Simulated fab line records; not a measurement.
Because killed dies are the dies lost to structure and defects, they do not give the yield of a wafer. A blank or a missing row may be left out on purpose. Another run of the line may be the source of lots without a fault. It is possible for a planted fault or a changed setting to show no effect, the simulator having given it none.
Chamber matching :: flow nand-harc :: rie-diel-03 running NHARC_A_STAIRCASE_TRIM_12: 4 sister chambers
The step chemistry O2, time 211.2 s. 8 wafers are shown with their chamber, then 9 later ones without.

## EACH WAFER AND ITS CHAMBER
wafer: L074.6
chamber: 3
showerhead-plenum-p-Torr (Torr): 3.80
oes-product-au (a.u.): 0.987

wafer: L078.5
chamber: 1
showerhead-plenum-p-Torr (Torr): 3.61
oes-product-au (a.u.): 1.020

wafer: L079.4
chamber: 0
showerhead-plenum-p-Torr (Torr): 3.48
oes-product-au (a.u.): 0.989

wafer: L083.1
chamber: 1
showerhead-plenum-p-Torr (Torr): 3.61
oes-product-au (a.u.): 1.019

wafer: L083.3
chamber: 3
showerhead-plenum-p-Torr (Torr): 3.79
oes-product-au (a.u.): 0.986

wafer: L087.1
chamber: 0
showerhead-plenum-p-Torr (Torr): 3.47
oes-product-au (a.u.): 0.989

wafer: L087.3
chamber: 2
showerhead-plenum-p-Torr (Torr): 3.64
oes-product-au (a.u.): 0.999

wafer: L087.6
chamber: 2
showerhead-plenum-p-Torr (Torr): 3.64
oes-product-au (a.u.): 0.995

## WAFERS WITH NO CHAMBER GIVEN
wafer: L089.1
showerhead-plenum-p-Torr (Torr): 3.47
oes-product-au (a.u.): 0.990

wafer: L089.2
showerhead-plenum-p-Torr (Torr): 3.64
oes-product-au (a.u.): 0.983

wafer: L089.6
showerhead-plenum-p-Torr (Torr): 3.79
oes-product-au (a.u.): 0.988

wafer: L094.3
showerhead-plenum-p-Torr (Torr): 3.59
oes-product-au (a.u.): 1.006

wafer: L094.4
showerhead-plenum-p-Torr (Torr): 3.47
oes-product-au (a.u.): 0.991

wafer: L094.5
showerhead-plenum-p-Torr (Torr): 3.63
oes-product-au (a.u.): 1.003

wafer: L096.3
showerhead-plenum-p-Torr (Torr): 3.59
oes-product-au (a.u.): 1.006

wafer: L096.5
showerhead-plenum-p-Torr (Torr): 3.59
oes-product-au (a.u.): 1.004

wafer: L096.6
showerhead-plenum-p-Torr (Torr): 3.46
oes-product-au (a.u.): 0.983

## EACH ONE'S CHAMBER
wafer: L089.1
from the rows above: 0
in truth: 0

wafer: L089.2
from the rows above: 2
in truth: 2

wafer: L089.6
from the rows above: 3
in truth: 3

wafer: L094.3
from the rows above: can't be placed: 1 or 2
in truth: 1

wafer: L094.4
from the rows above: 0
in truth: 0

wafer: L094.5
from the rows above: 2
in truth: 2

wafer: L096.3
from the rows above: can't be placed: 1 or 2
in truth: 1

wafer: L096.5
from the rows above: can't be placed: 2 or 1
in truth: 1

wafer: L096.6
from the rows above: 0
in truth: 0
Placed correctly: 6 of 9. Cannot be placed on the basis of these rows: 3; the candidates contain the true chamber in 3. Wrongly placed: 0.
How it was worked out, from the rows above alone: a wafer's distance from a chamber is the root of the sum, over the readings, of the square of ((its reading less the chamber's mean) divided by the reading's scatter). If the next closest chamber is less than 2 further off than the closest, the wafer can't be placed; otherwise it belongs to the closest. The mean given for a chamber averages the wafers shown for that chamber. The scatter: the root of (the sum of the squares of (reading less its chamber's mean) over the shown wafers, divided by (wafers less chambers)).
